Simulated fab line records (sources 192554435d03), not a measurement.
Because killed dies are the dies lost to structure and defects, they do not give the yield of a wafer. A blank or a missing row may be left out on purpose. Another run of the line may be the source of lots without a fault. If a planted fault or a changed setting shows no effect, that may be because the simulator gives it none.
The same fault as seen by 2 desks ; flow n5_finfet ; every desk sees just its own numbers, and what lay behind them comes last

## DESK OF THE TOOL OWNER: rtp_anneal-02
At N5_SD_ACTIVATION_RTA_00 (time 0 s), the tool's own readings, given per lot that ran on this tool as the mean of the sampled wafers with a number. Any lot whose mean is over 4 standard deviations away from the usual mean is out of limits and marked OUT; that distance is given in the brackets. It has 9 readings, of which 7 appear: the earliest out of limits, and the ones furthest out on some lot.
Columns: A = lamp_zone_1_pct at N5_SD_ACTIVATION_RTA_00, usual 8.948 %; B = lamp_zone_2_pct at N5_SD_ACTIVATION_RTA_00, usual 8.949 %; C = lamp_zone_3_pct at N5_SD_ACTIVATION_RTA_00, usual 8.951 %; D = lamp_zone_4_pct at N5_SD_ACTIVATION_RTA_00, usual 8.951 %; E = lamp_zone_5_pct at N5_SD_ACTIVATION_RTA_00, usual 8.955 %; F = lamp_zone_6_pct at N5_SD_ACTIVATION_RTA_00, usual 8.879 %; G = lamp_zone_7_pct at N5_SD_ACTIVATION_RTA_00, usual 9.349 %
lot;first seen here;A;B;C;D;E;F;G
L399;day 4 07:10;8.967;8.962;8.957;8.959;8.936;8.906;9.338
L400;day 4 09:24;8.958;8.965;8.958;8.954;8.951;8.851;9.341
L405;day 5 16:37;8.925;8.956;8.969;8.941;8.967;8.866;9.322
L408;day 6 10:44;8.766 (-6.5) OUT;8.745 (-7.6) OUT;8.751 (-7.7) OUT;8.734 (-8.4) OUT;8.737 (-8.1) OUT;8.667 (-7.9) OUT;9.121 (-8.4) OUT
L409;day 6 16:10;8.754 (-6.9) OUT;8.741 (-7.7) OUT;8.759 (-7.4) OUT;8.765 (-7.1) OUT;8.715 (-8.9) OUT;8.674 (-7.6) OUT;9.155 (-7.2) OUT
This desk finds L408, L409 out of limits, L408 being first, at day 6 10:44 (lamp_zone_1_pct at N5_SD_ACTIVATION_RTA_00). In limits: L399, L400, L405.

## METROLOGY DESK
What the gauges read for every lot (on any tool): the sampled wafers with a number, averaged. Any lot whose mean is over 4 standard deviations away from the usual mean is out of limits and marked OUT; that distance is given in the brackets. It has 12 readings, of which 7 appear: the earliest out of limits, and the ones furthest out on some lot.
Columns: A = DIBL_N at N5_BEOL_M4_RC_MEAS_101, usual 36.0 mV/V; B = IOFF_P at N5_BEOL_M4_RC_MEAS_101, usual 0.21 nA/um; C = ION_N at N5_BEOL_M4_RC_MEAS_101, usual 675 uA/um; D = REXT_N at N5_BEOL_M4_RC_MEAS_101, usual 75.4 ohm.um; E = REXT_P at N5_BEOL_M4_RC_MEAS_101, usual 100.5 ohm.um; F = SS_N at N5_BEOL_M4_RC_MEAS_101, usual 71.6 mV/dec; G = SS_P at N5_BEOL_M4_RC_MEAS_101, usual 73.3 mV/dec
lot;first seen here;A;B;C;D;E;F;G
L399;day 9 01:07;35.7;0.21;673;76.3;102.4;71.6;72.6
L400;day 9 06:21;35.5;0.18;673;73.0;98.9;71.1;72.6
L405;day 10 11:44;34.4;0.20;670;78.6;98.2;70.8;72.7
L408;day 11 05:12;34.4;0.24;663;82.5 (+4.8) OUT;105.7;71.5;73.6
L409;day 11 09:48;34.9;0.24;660;80.1;103.9;71.3;73.7
L415;day 12 11:17;36.3;0.25;679;75.6;99.1;72.1;73.5
L416;day 13 21:14;38.4;0.24;680;76.2;103.0;72.0;74.3
L414;day 14 00:33;37.1;0.27;683;75.8;98.3;71.8;74.0
This desk reports L408 out of limits; the earliest was L408 at day 11 05:12 (REXT_N at N5_BEOL_M4_RC_MEAS_101). In limits: L399, L400, L405, L409, L415, L416, L414.

## PUT TOGETHER
The tool owner's desk could have raised an alarm at day 6 10:44, on L408, L409.
L408 would have let the metrology desk raise an alarm at day 11 05:12.
The metrology desk holds a record of L409, inside its limits.
On rtp_anneal-02, each named lot ran N5_SD_ACTIVATION_RTA_00.

## WHAT THE SIMULATOR HAD INSERTED
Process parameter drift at N5_SD_ACTIVATION_RTA_00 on rtp_anneal-02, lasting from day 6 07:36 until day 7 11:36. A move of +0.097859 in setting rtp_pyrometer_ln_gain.
Shown lots that were struck: L408, L409.
Fault start to first reading out of limits, in hours, per desk: tool owner, 3; metrology, 118.
